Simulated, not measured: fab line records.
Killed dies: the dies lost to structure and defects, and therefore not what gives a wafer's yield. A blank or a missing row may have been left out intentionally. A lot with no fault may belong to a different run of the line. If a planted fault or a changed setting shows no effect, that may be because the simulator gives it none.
A lot that was struck, set against a sound lot | flow nand harc | 14 steps out of a route of 1159
Sound: the wafers L918.3, L918.4, L918.5. Struck: wafer L925.1. The cause is given at the end.
Each step with rows lists, per side, the tool, then ch with its chambers, then its first start. Under that, the readings that differ: sound wafers | struck wafers | difference of the means | sigmas: that difference in standard deviations of wafers without a fault.
alike: readings whose means differ by less than 2 such deviations, and words and numbers that are the same on both sides. not compared: withheld readings, readings that some wafer has no value for, bounds like >300 that may hide the same value, and numbers for which the record gives no deviation and whose values overlap.
A row with sigmas, a row that says differs or no value, or rows on one side alone: a step with any of these is where the two part. Numbers that don't overlap but have no deviation are shown without sigmas and don't part them. A reading missing from all wafers of one side parts the sides only when that side holds two or more wafers.

NHARC_P_STI_ETCH_42: etches the open film in N2/H2, target depth 80 nm, overetch 24 nm, time 61 s.
  sound on rie diel-01 ch 0,1, day 3 12:26; struck on rie diel-11 ch 0, day 5 02:49
  alike: drypump motor current A, h2 flow sccm, oes product au, rf vpp V, showerhead plenum p Torr, throttle valve pct
  not compared: rf hours counter h
NHARC_P_STI_ETCH_31: etches the open film in CF4/CHF3, target depth 108.9 nm, time 54.5 s.
  sound on rie diel-01 ch 0,1; struck on rie diel-11 ch 3
  alike: drypump motor current A, oes product au, rf vpp V, showerhead plenum p Torr, throttle valve pct
  not compared: rf hours counter h
NHARC_P_STI_ETCH_15: etches the open film in HBr/Cl2, target depth 300 nm, time 100.1 s.
  sound on rie si-06 ch 0,1,3, day 3 12:39; struck on rie si-01 ch 0, day 5 03:20
  alike: drypump motor current A, oes product au, throttle valve pct
  not compared: rf hours counter h
NHARC_P_STI_CD_MEAS_16:
  sound on cd sem-03, day 3 12:48; struck on cd sem-02, day 5 03:28
  alike: cd nm
NHARC_P_STI_OCD_MEAS_17:
  sound on ocd-01, day 3 12:53; struck on ocd-01, day 5 03:34
  alike: trench depth nm, trench foot cd nm
then, 3 steps without rows for these wafers: NHARC_P_STI_STRIP_19 (strips in SPM, time 900 s); NHARC_P_STI_PRECLEAN_32 (cleans in SC1); NHARC_P_STI_SRD_23.
NHARC_P_STI_OCD_MEAS_43:
  sound on ocd-01, day 3 13:23; struck on ocd-01, day 5 04:04
  alike: trench depth nm, trench foot cd nm
then, 3 steps without rows for these wafers: NHARC_P_STI_OXIDE_33 (material SiO2, target thk 10 nm, ox time 281 s); NHARC_P_STI_HDPCVD_20 (deposits SiO2); NHARC_P_STI_ANNEAL_34 (time 1800 s).
NHARC_P_STI_CMP_21: polishes, t overpolish 20 s, target thk 380.67 nm.
  sound on cmp-02 ch 0,1,2, day 4 07:59; struck on cmp-02 ch 0, day 6 02:25
  reading              | sound                | struck | difference | sigmas
  overpolish run s (s) | 19.988 19.995 20.002 | 73.981 | +53.986    | +99 or more
  t overpolish s (s)   | 20 20 20             | 73.972 | +53.972    |
  alike: motor current A
  not compared: pad life wafers
-- the record jumps here: 16 days lie between the struck wafers' starts before and after (it left off in module P_STI and takes up again in module END, whose first step shown is number 1159 of the route) --
NHARC_END_SORT_01:
  sound on prober-01 ch 0, day 20 06:48; struck on prober-01 ch 0, day 21 22:26
  reading     | sound | struck | difference | sigmas
  killed open | 5 7 7 | 2      | -4         | -3
  alike: killed at array, killed at other, killed at periphery, killed dies, killed short

WHERE THEY PART
At NHARC_P_STI_CMP_21 first; at NHARC_END_SORT_01 last (within this record only).

WHY: what had been put in by the simulator
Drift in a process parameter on cmp-02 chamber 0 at NHARC_P_STI_CMP_21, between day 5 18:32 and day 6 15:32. A move of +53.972 in setting t overpolish s, from 20. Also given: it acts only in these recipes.
